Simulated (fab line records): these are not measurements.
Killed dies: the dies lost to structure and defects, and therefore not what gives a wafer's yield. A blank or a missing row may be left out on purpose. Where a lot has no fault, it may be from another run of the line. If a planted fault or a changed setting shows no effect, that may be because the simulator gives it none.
A lot that was struck, set against a sound lot / flow nand_harc / 14 steps out of a route of 1302
Sound: these wafers, L147.2, L147.3, L147.6. Wafers struck: L139.2, L139.5, L139.6. The cause comes at the end.
For every step that has rows: the tool of each side, followed by ch and its chambers, followed by its first start. Under that, the readings that differ: sound wafers / struck wafers / difference of the means / sigmas: that difference in standard deviations of wafers without a fault.
alike: readings whose means differ by less than 2 such deviations, and words and numbers that are the same on both sides. not compared: withheld readings, readings that some wafer has no value for, bounds like >300 that may hide the same value, and numbers for which the record gives no deviation and whose values overlap.
Wherever a step has rows on one side only, a row that says differs or no value, or a row with sigmas, the two part there. When numbers do not overlap yet have no deviation, they are printed without sigmas and do not part them. A reading that every wafer of one side lacks parts them only if that side has two wafers or more.

first, 4 steps without rows for these wafers: NHARC_A_ZERO_WELL_STRIP_14 (strips in SPM, time 900 s); NHARC_A_ZERO_WELL_IMPLANT_15; NHARC_A_ZERO_WELL_PRECLEAN_22 (cleans in SC1, time 60 s); NHARC_A_ZERO_WELL_SRD_23.
NHARC_A_ZERO_WELL_RTA_16: time 10 s.
  sound on rtp_anneal-02 ch 0, day 14 17:42; struck on rtp_anneal-02 ch 0, day 11 06:44
  alike: anneal_temp_c_max, lamp_power_pct, wafer_temp_C_max
NHARC_A_ZERO_WELL_INSPECT_17:
  sound on defect_inspect-02, day 14 17:52; struck on defect_inspect-02, day 11 06:54
  alike: raw_defect_count
then, 3 steps without rows for these wafers: NHARC_A_SOURCE_PLATE_PRECLEAN_00 (cleans in HF-LAST, time 60 s); NHARC_A_SOURCE_PLATE_SRD_01; NHARC_A_SOURCE_PLATE_OXIDE_02 (material SiO2, target thk 10 nm, ox time 1362 s).
NHARC_A_SOURCE_PLATE_THK_MEAS_09: measures by ellipsometry.
  sound on film_metro-01, day 15 00:40; struck on film_metro-02, day 11 14:13
  alike: thk_nm
then, 1 step without rows for these wafers: NHARC_A_SOURCE_PLATE_PVD_04 (deposits WSi2, target thk 50 nm).
NHARC_A_SOURCE_PLATE_CVD_03: deposits poly-Si, target thk 200 nm, time 4000 s.
  struck on lpcvd_poly-02, day 11 16:42; sound on lpcvd_poly-01 ch 0, day 15 03:15
  no value came back on the struck wafers for pressure_mtorr (mTorr), run_length_s (s), spike_tc_bottom_C (C); on the sound wafers pressure_mtorr (mTorr) reads 200.3 199.8 200.2
then, 1 step without rows for these wafers: NHARC_A_SOURCE_PLATE_ANNEAL_05 (time 1800 s).
NHARC_A_SOURCE_PLATE_THK_MEAS_06: measures by ellipsometry.
  sound on film_metro-01, day 15 13:13; struck on film_metro-02, day 12 02:44
reading=thk_nm (nm); sound=200.5 200.4 196.5; struck=50.1 51.6 51.3; difference=-148.1; sigmas=-64

== WHERE THEY PART ==
First at NHARC_A_SOURCE_PLATE_CVD_03; last, within this record, at NHARC_A_SOURCE_PLATE_THK_MEAS_06.

WHY: what had been put in by the simulator
Beginning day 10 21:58, the whole step at NHARC_A_SOURCE_PLATE_CVD_03 was skipped on lpcvd_poly-02. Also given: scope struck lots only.
